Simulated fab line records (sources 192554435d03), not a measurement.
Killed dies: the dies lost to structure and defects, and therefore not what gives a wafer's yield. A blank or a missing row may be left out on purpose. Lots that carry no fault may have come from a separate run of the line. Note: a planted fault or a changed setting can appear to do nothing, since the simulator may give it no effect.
Struck lot and sound lot, side by side + flow n5_finfet + 40 out of 1938 route steps
Sound: the wafers L393.3, L393.4, L393.5. The struck wafers were L404.2, L404.6. The cause is named last.
At each step with rows: each side's tool, then ch and its chambers, then its first start. Under that, the readings that differ: sound wafers + struck wafers + difference of the means + sigmas: that difference in standard deviations of wafers without a fault.
alike: a reading whose means differ by less than 2 such deviations, as well as words and numbers matching on both sides. not compared: withheld readings; readings where some wafer has no value; bounds like >300 that might hide an equal value; numbers whose values overlap and for which the record gives no deviation.
A row with sigmas, a row that says differs or no value, or rows on one side alone: a step with any of these is where the two part. When numbers do not overlap yet have no deviation, they are printed without sigmas and do not part them. Lack of a reading on every wafer of one side parts them only where that side has two or more wafers.

first, 9 steps without rows for these wafers: N5_FIN_SAQP_COAT_50 (time 60 s, resist thk 35 nm); N5_FIN_SAQP_COAT_10 (resist thk 90 nm); N5_FIN_SAQP_EBR_12; N5_FIN_SAQP_SOFTBAKE_11 (time 60 s); N5_FIN_SAQP_EXPOSE_13 (exposes mask FIN CORE, target cd 35.6 nm); N5_FIN_SAQP_PEB_14 (peb time 60 s); N5_FIN_SAQP_DEVELOP_15 (develop time 30 s); N5_FIN_SAQP_DESCUM_21 (chemistry O2, time 7.9 s); N5_FIN_SAQP_ETCH_51 (etches SiARC in CF4, target depth 45.5 nm, time 75.8 s).
N5_FIN_SAQP_ETCH_52: etches SOC in N2/H2, target depth 100 nm, overetch 20 nm, time 150 s.
  sound on rie_diel-04 ch 0,1,2, day 2 04:08; struck on rie_diel-04 ch 0,3, day 4 22:56
| reading                                     | sound             | struck      | difference | sigmas |
|---------------------------------------------|-------------------|-------------|------------|--------|
| oes_product_au (a.u.)                       | 0.68 0.86 0.68    | 0.58 0.56   | -0.17      | -2     |
| model.etch.depth_nm (nm)                    | 100.8 100.7 100.9 | 80.2 81.79  | -19.8      |        |
| model.SiARC_of_FIN_SAQP_COAT_50.thk_nm (nm) | 28.98 29.2 29.34  | 31.23 31.04 | +1.96      |        |
  alike: drypump_motor_current_A, rf_vpp_V, showerhead_plenum_p_Torr, temp_c, throttle_valve_pct
  not compared: rf_hours_counter_h
then, 1 step without rows for these wafers: N5_FIN_SAQP_STRIP_53 (strips in N2/H2).
N5_FIN_SAQP_HM_OPEN_73: chemistry CHF3/O2, target SiO2, stops on a-Si, target depth 12 nm, time 16.8 s.
  sound on rie_diel-04 ch 0,1,2, day 2 04:15; struck on rie_diel-04 ch 0,3, day 4 23:03
| reading                                     | sound            | struck      | difference | sigmas |
|---------------------------------------------|------------------|-------------|------------|--------|
| model.SiARC_of_FIN_SAQP_COAT_50.thk_nm (nm) | 4.563 4.765 5.92 | 7.716 6.531 | +2.041     |        |
  alike: drypump_motor_current_A, oes_o_777_au, oes_product_au, rf_vpp_V, showerhead_plenum_p_Torr, throttle_valve_pct
  not compared: rf_hours_counter_h
then, 1 step without rows for these wafers: N5_FIN_SAQP_STRIP_74 (strips in CHF3/O2).
N5_FIN_SAQP_MANDREL_ETCH_22: etches a-Si in HBr/Cl2, stops on SiNx, target depth 60 nm, bt time 10 s, time 30 s.
  sound on rie_si-03 ch 1,2,3, day 2 04:20; struck on rie_si-03 ch 2,3, day 4 23:08
| reading                | sound             | struck      | difference | sigmas |
|------------------------|-------------------|-------------|------------|--------|
| oes_product_au (a.u.)  | 0.757 0.780 0.779 | 0.389 0.542 | -0.306     | -24    |
| throttle_valve_pct (%) | 35.42 35.17 35.31 | 36.20 35.68 | +0.64      | +4     |
  alike: drypump_motor_current_A
  not compared: rf_hours_counter_h
then, 5 steps without rows for these wafers: N5_FIN_SAQP_STRIP_55 (strips in N2/H2); N5_FIN_SAQP_STRIP_23 (strips in SPM, time 750 s); N5_FIN_SAQP_SRD_66 (time 30 s); N5_FIN_SAQP_RECESS_75 (chemistry HF/NH3, target SiO2, target depth 14.4 nm, afs cycles 3, sublimation time 60 s); N5_FIN_SAQP_SPACER1_ALD_24 (deposits SiO2, target thk 20.3 nm, pulse time 1 s, purge time 2 s).
N5_FIN_SAQP_SPACER1_ETCHBACK_25: etches SiO2 in CHF3/O2, target depth 24.4 nm, time 12.2 s.
  sound on rie_diel-04 ch 1,3, day 2 06:13; struck on rie_diel-03 ch 0,2, day 5 01:07
| reading               | sound          | struck    | difference | sigmas |
|-----------------------|----------------|-----------|------------|--------|
| oes_product_au (a.u.) | 0.73 0.95 0.96 | 0.29 0.33 | -0.57      | -7     |
  alike: drypump_motor_current_A, oes_o_777_au, rf_vpp_V, showerhead_plenum_p_Torr, throttle_valve_pct
  not compared: rf_hours_counter_h
N5_FIN_SAQP_MANDREL1_REMOVE_56: chemistry HBr/Cl2/O2, target a-Si, stops on SiNx, bt time 10 s.
  sound on rie_si-05 ch 1,2,3, day 2 06:19; struck on rie_si-03 ch 0,2, day 5 01:12
| reading               | sound             | struck      | difference | sigmas |
|-----------------------|-------------------|-------------|------------|--------|
| oes_product_au (a.u.) | 1.010 1.008 1.008 | 0.508 0.692 | -0.409     | -31    |
  alike: drypump_motor_current_A, oes_o_777_au, throttle_valve_pct
  not compared: rf_hours_counter_h
N5_FIN_SAQP_CD_MEAS_27: the cd target is 20 nm.
  sound on cd_sem-03 ch 0, day 2 06:25; struck on cd_sem-03 ch 0, day 5 01:19
| reading    | sound             | struck | difference                    | sigmas |
|------------|-------------------|--------|-------------------------------|--------|
| cd_nm (nm) | 20.38 20.55 20.42 | - -    | no value on the struck wafers |        |
then, 15 steps without rows for these wafers: N5_FIN_SAQP_ETCH_57 (etches SiNx in CH3F/O2, target depth 32.5 nm, time 46.4 s); N5_FIN_SAQP_ETCH_65 (etches SiO2 in CF4, target depth 4 nm, time 4.4 s); N5_FIN_SAQP_MANDREL_ETCH_58 (etches a-Si in HBr/Cl2, stops on SiNx, target depth 45 nm, bt time 10 s, time 27 s); N5_FIN_SAQP_RECESS_63 (chemistry HF/NH3, target SiO2, target depth 18 nm, afs cycles 3, sublimation time 60 s); N5_FIN_SAQP_COAT_68 (time 60 s, resist thk 100 nm); N5_FIN_SAQP_ETCH_69 (etches SOC in N2/H2, stops on SiNx, target depth 150 nm); N5_FIN_SAQP_ETCH_67 (etches SiNx in CH3F/O2, target depth 30 nm); N5_FIN_SAQP_STRIP_70 (strips in N2/H2); N5_FIN_SAQP_RECESS_71 (chemistry HF/NH3, target SiO2, target depth 3 nm, afs cycles 1, sublimation time 60 s); N5_FIN_SAQP_SPACER2_ALD_28 (deposits SiO2, target thk 8.1 nm, pulse time 1 s, purge time 2 s); N5_FIN_SAQP_SPACER2_ETCHBACK_29 (etches SiO2 in CHF3/O2, target depth 12.2 nm, time 6.1 s); N5_FIN_SAQP_MANDREL2_REMOVE_60 (chemistry HBr/Cl2/O2, target a-Si, stops on SiNx, bt time 10 s); N5_FIN_SAQP_HM_OPEN_33 (chemistry CH3F/O2, target SiNx, target depth 49.4 nm, time 70.6 s); N5_FIN_SAQP_ETCH_34 (etches SiO2 in C4F6/O2, target depth 45 nm, time 15 s); N5_FIN_SAQP_STRIP_77 (strips in N2/H2, time 90 s).
N5_FIN_SAQP_INSPECT_40: inspects for defects (brightfield).
  sound on defect_inspect-01 at day 2 08:44; struck on defect_inspect-02 at day 5 03:37
| reading          | sound       | struck    | difference | sigmas |
|------------------|-------------|-----------|------------|--------|
| raw_defect_count | 229 266 249 | 1018 1354 | +938       | +12    |
N5_BEOL_M4_RC_MEAS_101:
  the record has rows for the sound wafers here (prober-01 ch 0, day 8 08:31) and none for the struck ones
-- here the record skips 11 days between the struck wafers' starts before and after, leaving off in module BEOL_M4 and picking up in module PASSIVATION (first step shown: number 1936 of the route) --
N5_PASSIVATION_PROBE_49:
  record: rows for the struck wafers here (prober-02, day 15 16:41), none for the sound ones

== WHERE THEY PART ==
First at N5_FIN_SAQP_ETCH_52; last, within this record, at N5_PASSIVATION_PROBE_49.

WHY: what had been put in by the simulator
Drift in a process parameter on rie_diel-04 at N5_FIN_SAQP_ETCH_52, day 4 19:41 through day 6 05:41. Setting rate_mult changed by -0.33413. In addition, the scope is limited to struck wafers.
